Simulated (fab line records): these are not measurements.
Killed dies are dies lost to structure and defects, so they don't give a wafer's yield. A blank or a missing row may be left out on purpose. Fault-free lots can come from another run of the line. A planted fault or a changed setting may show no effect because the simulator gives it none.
Which of the tools did it? ; flow n5Finfet ; 11 lots, 33 wafers sampled, at 5 steps of a route of 1938

WHAT THE GAUGES READ, wafer by wafer
The record lacks any reading of a measuring or inspecting step that a usual standard deviation could be used to judge.

EACH LOT AND THE TOOL THAT RAN IT (in order: tool; ch and the chambers of the sampled wafers; start)
lot;N5_BEOL_M15_ETCH_38;N5_BEOL_M15_SPUTTER_45;N5_PASSIVATION_PECVD_00;N5_MIM_TOP_SPUTTER_03;N5_PASSIVATION_PROBE_49
L302;rieDiel-03 ch 0,1,3, day 11 19:22 or earlier;pvdSputter-02, day 11 19:22;pecvd-02 ch 0,1,2, day 11 22:14;pvdSputter-01, day 12 00:25;-
L304;rieDiel-01 ch 0,3, day 12 00:10 or earlier;pvdSputter-02, day 12 00:10;pecvd-03 ch 1,2, day 12 02:33;pvdSputter-03, day 12 05:34;-
L308;rieDiel-01 ch 1,3, day 12 23:56 or earlier;pvdSputter-03, day 12 23:56;pecvd-01 ch 0,1,2, day 13 02:02;pvdSputter-01, day 13 04:26;-
L309;rieDiel-01 ch 2,3, day 13 05:23 or earlier;pvdSputter-02, day 13 05:23;pecvd-01 ch 1,2, day 13 07:29;pvdSputter-01, day 13 09:56;-
L310;rieDiel-03 ch 0,2,3, day 13 10:44 or earlier;pvdSputter-01, day 13 10:44;pecvd-01 ch 0,2, day 13 13:06;pvdSputter-03, day 13 15:16;-
L312;rieDiel-01 ch 1,2,3, day 13 15:26 or earlier;pvdSputter-02, day 13 15:26;pecvd-01 ch 1,2, day 13 17:37;pvdSputter-03, day 13 19:52;-
L313;rieDiel-05 ch 0,3, day 13 20:26 or earlier;pvdSputter-02, day 13 20:26;pecvd-01 ch 1,2, day 13 22:53;pvdSputter-01, day 14 01:10;-
L317;rieDiel-05 ch 0,1,3, day 15 11:05 or earlier;pvdSputter-02, day 15 11:05;pecvd-01 ch 0,1, day 15 13:10;pvdSputter-03, day 15 15:21;-
L320;rieDiel-01 ch 1,2, day 16 00:06 or earlier;pvdSputter-02, day 16 00:06;pecvd-01 ch 0,1, day 16 02:22;pvdSputter-01, day 16 03:40;prober-01, day 16 13:35
L324;rieDiel-01 ch 0,2, day 17 03:12 or earlier;pvdSputter-02, day 17 03:12;pecvd-01 ch 1,2, day 17 05:22;pvdSputter-02, day 17 09:41;-
L325;rieDiel-05 ch 0,2, day 17 03:44 or earlier;pvdSputter-03, day 17 03:44;pecvd-01 ch 0,1,2, day 17 05:54;pvdSputter-02, day 17 09:49;-
- N5_BEOL_M15_ETCH_38: etches SiCN in CF4/N2, target depth 106.4 nm, time 120.5 s.
- N5_BEOL_M15_SPUTTER_45: material Cu, target thk 100 nm, time 16.67 s.
- N5_PASSIVATION_PECVD_00: deposits SiO2 from SiH4/N2O, target thk 200 nm, time 11.2 s.
- N5_MIM_TOP_SPUTTER_03: material TiN, target thk 35 nm, time 89.7 s.
- N5_PASSIVATION_PROBE_49

WHAT THE TOOLS THEMSELVES READ (means of the sampled wafers that have a number; where no wafer has one, the mark that the record gives instead)
N5_BEOL_M15_ETCH_38. Usual: drypumpMotorCurrentA 5.7 A, standard deviation 0.65; oesProductAu 0.80 a.u., standard deviation 0.093; rfVppV 382.0 V, standard deviation 2.2; showerheadPlenumPTorr 2.19 Torr, standard deviation 0.086; throttleValvePct 15.40 %, standard deviation 0.21.
lot;tool;drypumpMotorCurrentA (A);oesProductAu (a.u.);rfVppV (V);showerheadPlenumPTorr (Torr);throttleValvePct (%);flag
L302;rieDiel-03;5.3;0.72;381.3;2.19;15.39;
L304;rieDiel-01;5.6;0.95;383.2;2.25;15.19;
L308;rieDiel-01;5.2;0.89;383.9;2.28;15.15;
L309;rieDiel-01;5.4;0.83;384.1;2.26;15.34;
L310;rieDiel-03;5.2;0.81;381.6;2.19;15.26;
L312;rieDiel-01;5.6;0.82;384.0;2.28;15.40;
L313;rieDiel-05;5.4;0.80;380.4;2.13;15.38;
L317;rieDiel-05;5.8;0.80;380.9;2.14;15.42;
L320;rieDiel-01;6.0;0.78;384.8;2.29;15.50;
L324;rieDiel-01;6.1;0.83;383.2;2.25;15.50;
L325;rieDiel-05;5.7;0.71;380.3;2.11;15.57;

N5_BEOL_M15_SPUTTER_45. Usual: chuckGasFlowSccm 1.26 sccm, standard deviation 0.057; throttleValvePct 29.7 %, standard deviation 1.3.
lot;tool;chuckGasFlowSccm (sccm);throttleValvePct (%);flag
L302;pvdSputter-02;1.21;29.1;
L304;pvdSputter-02;1.23;29.1;
L308;pvdSputter-03;1.24;29.9;
L309;pvdSputter-02;1.25;29.5;
L310;pvdSputter-01;1.22;29.8;
L312;pvdSputter-02;1.27;29.3;
L313;pvdSputter-02;1.27;29.6;
L317;pvdSputter-02;1.30;29.7;
L320;pvdSputter-02;1.26;29.5;
L324;pvdSputter-02;1.23;28.4;
L325;pvdSputter-03;1.26;30.4;

N5_PASSIVATION_PECVD_00. Usual: chamberPressureTorr 2.700 Torr, standard deviation 0.0061; heaterPowerOuterW 387 W, standard deviation 63; heaterPowerW 682 W, standard deviation 110; showerheadPlenumPTorr 8.13 Torr, standard deviation 0.11; throttleValvePct 52.6 %, standard deviation 2.6.
lot;tool;chamberPressureTorr (Torr);heaterPowerOuterW (W);heaterPowerW (W);showerheadPlenumPTorr (Torr);throttleValvePct (%);flag
L302;pecvd-02;2.703;356;633;8.04;52.3;
L304;pecvd-03;2.698;423;699;8.17;51.2;
L308;pecvd-01;2.696;429;766;8.10;52.9;
L309;pecvd-01;2.702;369;658;8.06;51.4;
L310;pecvd-01;2.701;390;728;8.10;53.0;
L312;pecvd-01;2.700;464;792;8.09;53.1;
L313;pecvd-01;2.705;437;751;8.11;53.2;
L317;pecvd-01;-;-;-;-;-;OFF
L320;pecvd-01;-;-;-;-;-;OFF
L324;pecvd-01;2.700;421;728;8.06;51.7;
L325;pecvd-01;2.703;375;689;8.09;53.2;

N5_MIM_TOP_SPUTTER_03. Usual: throttleValvePct reads 29.9 % (standard deviation 1.4).
lot;tool;throttleValvePct (%);flag
L302;pvdSputter-01;30.0;
L304;pvdSputter-03;30.6;
L308;pvdSputter-01;29.6;
L309;pvdSputter-01;30.6;
L310;pvdSputter-03;32.0;
L312;pvdSputter-03;30.5;
L313;pvdSputter-01;30.6;
L317;pvdSputter-03;29.4;
L320;pvdSputter-01;30.6;
L324;pvdSputter-02;29.6;
L325;pvdSputter-02;29.7;

N5_PASSIVATION_PROBE_49. Usual: defectLimitedYield 91.1 %, standard deviation 1.3; killed_at_M0_to_M3 36, standard deviation 10; killed_at_M4_up 14, standard deviation 4.4; killedAtContacts 14, standard deviation 5.7; killedAtFrontEnd 39, standard deviation 9.4; killedAtOther 2.9, standard deviation 2.6; killedDies 105, standard deviation 15; killedOpen 70, standard deviation 12; killedShort 34, standard deviation 7.1; sort_bin_5_function 5.3 %, standard deviation 0.77; sort_bin_6_memory 3.3 %, standard deviation 0.66; sortNPass 1075, standard deviation 15; sortYieldPct 91.1 %, standard deviation 1.3.
lot;tool;defectLimitedYield (%);killed_at_M0_to_M3;killed_at_M4_up;killedAtContacts;killedAtFrontEnd;killedAtOther;killedDies;killedOpen;killedShort;sort_bin_5_function (%);sort_bin_6_memory (%);sortNPass;sortYieldPct (%);flag
L320;prober-01;89.7;44;17;10;50;1.0;122;81;39;5.2;4.5;1058;89.7;

THE ANSWER, worked out from the rows above alone
Rule: take the mean of a lot's wafers that have a number; if it is more than 3 standard deviations from the usual mean, the lot is off. Also off: a lot with no number at a reading for which 4 or more lots have one. All remaining lots with rows at the step are treated as sound. The gauges are gone through in route order, then the tools' own readings, and for those a lot's mean is taken as printed above. The first step at which some lot is off is used, and at that step the reading that is off furthest; a lot without a number counts as furthest.
Off, at N5_PASSIVATION_PECVD_00 on chamberPressureTorr: L317, L320. Without a number there: L317, L320.
If a tool, at that step or one of the process steps before it, ran each lot that is off and ran no sound lot following the first of them, it fits. N5_BEOL_M15_ETCH_38: start missing for some lots; hours and lot order therefore follow N5_BEOL_M15_SPUTTER_45. No candidate that was tried fits.

WHAT THE SIMULATOR HAD INSERTED
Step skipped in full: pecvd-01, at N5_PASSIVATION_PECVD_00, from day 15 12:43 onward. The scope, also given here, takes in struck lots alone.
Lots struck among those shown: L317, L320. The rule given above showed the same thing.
